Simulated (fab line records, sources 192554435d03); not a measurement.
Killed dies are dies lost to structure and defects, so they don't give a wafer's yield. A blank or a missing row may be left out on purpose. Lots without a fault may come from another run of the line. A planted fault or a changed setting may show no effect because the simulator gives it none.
Split-lot experiment | flow n5_finfet | 7 lots, 21 wafers read, on a route of 1938 steps

THE SPLIT
At N5_BEOL_M8_TRENCH_ETCH_37 (etches SiCOH lowk in C4F6/O2, target depth 93.478 nm, time 31.2 s), the setting bias_w was moved away from the recipe's 185 W on 9 of the 21 wafers read, by +5.7% to +17.6%. The other wafers ran this setting at the recipe's value.

The reading is taken at the split's own step.

THE READING
rf_vpp_V, in V, at N5_BEOL_M8_TRENCH_ETCH_37 (etches SiCOH lowk in C4F6/O2, target depth 93.478 nm, time 31.2 s). Fault-free wafers of this fab line usually give 667 V, standard deviation 9.2 V.

wafer  | tool, chamber at the split | bias_w as run, W | against the recipe | rf_vpp_V, V | against lot-mates on the recipe
L074.1 | rie_diel-03, 1             | 217.5            | +17.6%             | 770         | +102
L074.4 | rie_diel-03, 3             | 185              | recipe             | 657         | -
L074.5 | rie_diel-03, 1             | 185              | recipe             | 680         | -
L075.3 | rie_diel-03, 3             | 185              | recipe             | 658         | -
L075.4 | rie_diel-03, 2             | 185              | recipe             | 681         | -
L075.5 | rie_diel-03, 0             | 185              | recipe             | 667         | -
L086.2 | rie_diel-04, 0             | 208.2            | +12.5%             | 713         | +58
L086.3 | rie_diel-04, 1             | 185              | recipe             | 656         | -
L086.4 | rie_diel-04, 1             | 185              | recipe             | 655         | -
L085.2 | rie_diel-06, 2             | 214.6            | +16.0%             | 750         | no lot-mate on the recipe
L085.3 | rie_diel-06, 0             | 214.6            | +16.0%             | 747         | no lot-mate on the recipe
L085.4 | rie_diel-06, 3             | 214.6            | +16.0%             | 761         | no lot-mate on the recipe
L089.2 | rie_diel-04, 0             | 195.6            | +5.7%              | 678         | +14
L089.4 | rie_diel-04, 3             | 195.6            | +5.7%              | 681         | +17
L089.5 | rie_diel-04, 2             | 185              | recipe             | 664         | -
L095.3 | rie_diel-04, 0             | 200.2            | +8.2%              | 693         | +41
L095.4 | rie_diel-04, 2             | 200.2            | +8.2%              | 706         | +54
L095.5 | rie_diel-04, 3             | 185              | recipe             | 652         | -
L096.3 | rie_diel-03, 1             | 185              | recipe             | 680         | -
L096.5 | rie_diel-03, 1             | 185              | recipe             | 679         | -
L096.6 | rie_diel-03, 0             | 185              | recipe             | 666         | -

THE FIT
A straight line over all 21 wafers: rf_vpp_V changes by +5.24 V for each +1% of bias_w; r = +0.95; the points scatter about the line by 12 V.
The same after taking each lot's own level away (the mean of its wafers on the recipe; 18 wafers): +5.3 V for each +1%; r = +0.95; scatter 9.2 V.
On that fit, the largest move of bias_w shifts the reading by 93 V.
The lots' own levels span 652.0 to 675.0 V, that is 2.5 times the standard deviation above.
So the lot-to-lot level changes the slope little: the two slopes agree.
Check: with one of the wafers moved furthest among these (+17.6%) left out of the fit, the line predicts +82.9 V for it against its lot-mates. It came out at +102 V against them.
Tool readings at the split's step, against how far the setting was moved: rf_vpp_V r = +0.95.

THE FILE'S OWN FIT
rf_vpp_V changes by +5.26 V for each +1% of bias_w, r = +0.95.
